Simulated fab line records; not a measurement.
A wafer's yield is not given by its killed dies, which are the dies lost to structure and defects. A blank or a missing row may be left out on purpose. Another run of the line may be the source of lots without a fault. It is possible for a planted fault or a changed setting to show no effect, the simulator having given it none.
A single fault, viewed from 3 desks / flow n5Finfet / numbers are kept per desk, each desk with only its own; the story behind them comes last

THE DEFECT DESK
What the inspections along the route counted, lot by lot: means of the sampled wafers that have a number. Any lot whose mean is over 4 standard deviations away from the usual mean is out of limits and marked OUT; that distance is given in the brackets.
Columns: A = rawDefectCount at N5_SDB_INSPECT_36, usual 36
lot=L927; first seen here=day 4 20:12; A=16
lot=L928; first seen here=day 5 02:28; A=83
lot=L929; first seen here=day 5 07:52; A=23
lot=L939; first seen here=day 7 21:31; A=23
lot=L940; first seen here=day 7 23:41; A=30
lot=L941; first seen here=day 8 07:47; A=27
lot=L942; first seen here=day 8 09:47; A=23
lot=L943; first seen here=day 8 16:15; A=30
lot=L946; first seen here=day 9 11:53; A=33
This desk found nothing out of limits on any of the 9 lots.

AT THE METROLOGY DESK
Means of the sampled wafers that have a number, per lot and without regard to the tool the lot ran on: this is what the gauges read. Any lot whose mean is over 4 standard deviations away from the usual mean is out of limits and marked OUT; that distance is given in the brackets. 7 of its 10 readings are shown, namely those furthest out on some lot.
Columns: A = DIBL_N at N5_BEOL_M4_RC_MEAS_101, usual 36.0 mV/V; B = DIBL_P at N5_BEOL_M4_RC_MEAS_101, usual 36.0 mV/V; C = IOFF_N at N5_BEOL_M4_RC_MEAS_101, usual 0.156 nA/um; D = IOFF_P at N5_BEOL_M4_RC_MEAS_101, usual 0.21 nA/um; E = ION_P at N5_BEOL_M4_RC_MEAS_101, usual 463 uA/um; F = VT_N at N5_BEOL_M4_RC_MEAS_101, usual 250 mV; G = VT_P at N5_BEOL_M4_RC_MEAS_101, usual -250 mV
lot=L927; first seen here=day 8 11:33; A=36.2; B=35.5; C=0.148; D=0.17; E=455; F=253; G=-254
lot=L928; first seen here=day 8 13:30; A=35.6; B=37.3; C=0.153; D=0.23; E=466; F=251; G=-247
lot=L929; first seen here=day 8 22:27; A=35.9; B=35.3; C=0.140; D=0.20; E=461; F=252; G=-250
lot=L939; first seen here=day 11 14:01; A=36.0; B=36.8; C=0.170; D=0.19; E=460; F=248; G=-253
lot=L940; first seen here=day 11 23:07; A=36.5; B=38.0; C=0.150; D=0.23; E=461; F=251; G=-248
lot=L941; first seen here=day 12 10:09; A=37.9; B=37.0; C=0.166; D=0.23; E=464; F=249; G=-249
lot=L942; first seen here=day 12 11:52; A=33.1; B=33.9; C=0.115; D=0.15; E=449; F=253; G=-257
lot=L943; first seen here=day 13 01:37; A=34.9; B=34.7; C=0.129; D=0.19; E=460; F=253; G=-251
lot=L946; first seen here=day 13 10:40; A=35.7; B=36.0; C=0.146; D=0.18; E=462; F=251; G=-254
This desk found nothing out of limits on any of the 9 lots.

AT THE TOOL OWNER'S DESK: remotePlasma-02
The tool's own readings at N5_DUMMY_REMOVAL_PRECLEAN_08 (cleans in NF3:NH3, afs cycles 2, time 20 s, sublimation time 60 s): means of the sampled wafers that have a number, for each lot that ran on this tool. Any lot whose mean is over 4 standard deviations away from the usual mean is out of limits and marked OUT; that distance is given in the brackets.
Columns: A = pressureTorr at N5_DUMMY_REMOVAL_PRECLEAN_08, usual 3.000 Torr; B = rfPowerW at N5_DUMMY_REMOVAL_PRECLEAN_08, usual 30.01 W; C = tempC at N5_DUMMY_REMOVAL_PRECLEAN_08, usual 30.01 C
lot=L928; first seen here=day 5 02:44; A=2.999; B=30.11; C=28.94 (-9.8) OUT
lot=L929; first seen here=day 5 08:08; A=3.008; B=30.05; C=28.79 (-11) OUT
lot=L940; first seen here=day 8 00:16; A=2.996; B=29.92; C=30.05
lot=L941; first seen here=day 8 08:05; A=3.009; B=30.15; C=30.11
lot=L942; first seen here=day 8 10:08; A=2.996; B=30.02; C=30.12
lot=L943; first seen here=day 8 16:33; A=3.001; B=29.99; C=29.87
lot=L946; first seen here=day 9 12:20; A=3.002; B=30.00; C=30.02
This desk finds L928, L929 out of limits, L928 being first, at day 5 02:44 (tempC at N5_DUMMY_REMOVAL_PRECLEAN_08). In limits: L940, L941, L942, L943, L946.

TAKEN TOGETHER
On L928, L929, at day 5 02:44, an alarm was possible from the tool owner's desk.
Nothing the defect desk looked at was out of limits.
Nothing out of limits was seen by the metrology desk.
The defect desk has L928, L929 on record, within its limits.
The metrology desk has L928, L929 on record, within its limits.
N5_DUMMY_REMOVAL_PRECLEAN_08 was run on remotePlasma-02 by each of the lots named.

WHAT THE SIMULATOR HAD PUT IN
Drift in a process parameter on remotePlasma-02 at N5_DUMMY_REMOVAL_PRECLEAN_08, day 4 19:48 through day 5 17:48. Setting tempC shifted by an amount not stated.
Lots struck among those shown: L928, L929.
Each desk's first reading out of limits, in hours after the fault started: the tool owner's desk, 7.
